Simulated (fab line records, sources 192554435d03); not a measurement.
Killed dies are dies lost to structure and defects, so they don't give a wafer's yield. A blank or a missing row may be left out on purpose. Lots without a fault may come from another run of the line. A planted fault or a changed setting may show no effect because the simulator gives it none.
Split-lot experiment | flow n5_finfet | 7 lots, 21 wafers read, on a route of 1938 steps

THE SPLIT
At N5_GATE_CUT_COAT_27 (time 60 s, resist thk 10 nm), the setting spin_rpm was moved away from the recipe's 1500 rpm on 2 of the 21 wafers read, by -10.7% to +5.2%. The other wafers ran this setting at the recipe's value.

FROM THE SPLIT TO THE READING: what the file shows between them, 3 steps
- N5_GATE_CUT_COAT_07: resist thk 30 nm
- N5_GATE_CUT_EBR_09
- N5_GATE_CUT_DESCUM_18: chemistry O2, time 7 s

THE READING
etch.depth_nm (the simulator's own value, which no gauge read), in nm, at N5_GATE_CUT_ETCH_28 (etches underlayer in N2/H2, target depth 13 nm, time 10.4 s). The file gives no usual value for it. The 19 wafers here that ran the recipe average 10.020 nm, standard deviation 0.032 nm.

wafer  | tool, chamber at the split | spin_rpm as run, rpm | against the recipe | etch.depth_nm, nm | against lot-mates on the recipe
L075.2 | litho_track-02, 0          | 1500                 | recipe             | 10.03             | -
L075.3 | litho_track-02, 0          | 1500                 | recipe             | 9.995             | -
L075.4 | litho_track-02, 0          | 1500                 | recipe             | 10                | -
L081.3 | litho_track-04, 0          | 1500                 | recipe             | 10.03             | -
L081.5 | litho_track-04, 0          | 1500                 | recipe             | 10.04             | -
L081.6 | litho_track-04, 0          | 1500                 | recipe             | 10.02             | -
L083.3 | litho_track-02, 0          | 1500                 | recipe             | 10.08             | -
L083.5 | litho_track-02, 0          | 1500                 | recipe             | 10.03             | -
L083.6 | litho_track-02, 0          | 1500                 | recipe             | 10.06             | -
L085.4 | litho_track-05, 0          | 1500                 | recipe             | 10.07             | -
L085.5 | litho_track-05, 0          | 1500                 | recipe             | 10.03             | -
L085.6 | litho_track-05, 0          | 1500                 | recipe             | 10.05             | -
L089.1 | litho_track-02, 0          | 1500                 | recipe             | 9.999             | -
L089.3 | litho_track-02, 0          | 1500                 | recipe             | 10.02             | -
L089.6 | litho_track-02, 0          | 1578                 | +5.2%              | 9.725             | -0.284
L094.1 | litho_track-02, 0          | 1339                 | -10.7%             | 10.58             | +0.565
L094.3 | litho_track-02, 0          | 1500                 | recipe             | 10                | -
L094.6 | litho_track-02, 0          | 1500                 | recipe             | 10.03             | -
L096.1 | litho_track-02, 0          | 1500                 | recipe             | 9.966             | -
L096.4 | litho_track-02, 0          | 1500                 | recipe             | 9.959             | -
L096.5 | litho_track-02, 0          | 1500                 | recipe             | 9.975             | -

THE FIT
A straight line over all 21 wafers: etch.depth_nm changes by -0.0531 nm for each +1% of spin_rpm; r = -0.98; the points scatter about the line by 0.033 nm.
The same after taking each lot's own level away (the mean of its wafers on the recipe; 21 wafers): -0.0531 nm for each +1%; r = -1.00; scatter 0.014 nm.
On that fit, the largest move of spin_rpm shifts the reading by 0.57 nm.
The lots' own levels span 9.9667 to 10.0567 nm, that is 2.8 times the standard deviation above.
So the lot-to-lot level changes the slope little: the two slopes agree.
Check: with one of the wafers moved furthest among these (-10.7%) left out of the fit, the line predicts +0.587 nm for it against its lot-mates. It came out at +0.565 nm against them.

OTHER SPLITS ON THESE WAFERS
These wafers also went through other splits before the reading. Each is held against what the fit with the lots' levels taken away leaves over:
other split on the same wafers | wafers away from the commonest value | r with etch.depth_nm (lot level and that fit taken away)
N5_SDB_COAT_03 spin_rpm        | 7                                    | -0.25
N5_SDB_CUT_ETCH_26 icp_w       | 10                                   | -0.14
N5_GATE_CUT_COAT_35 spin_rpm   | 8                                    | -0.04

THE FILE'S OWN FIT
etch.depth_nm changes by -0.0531 nm for each +1% of spin_rpm, r = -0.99.
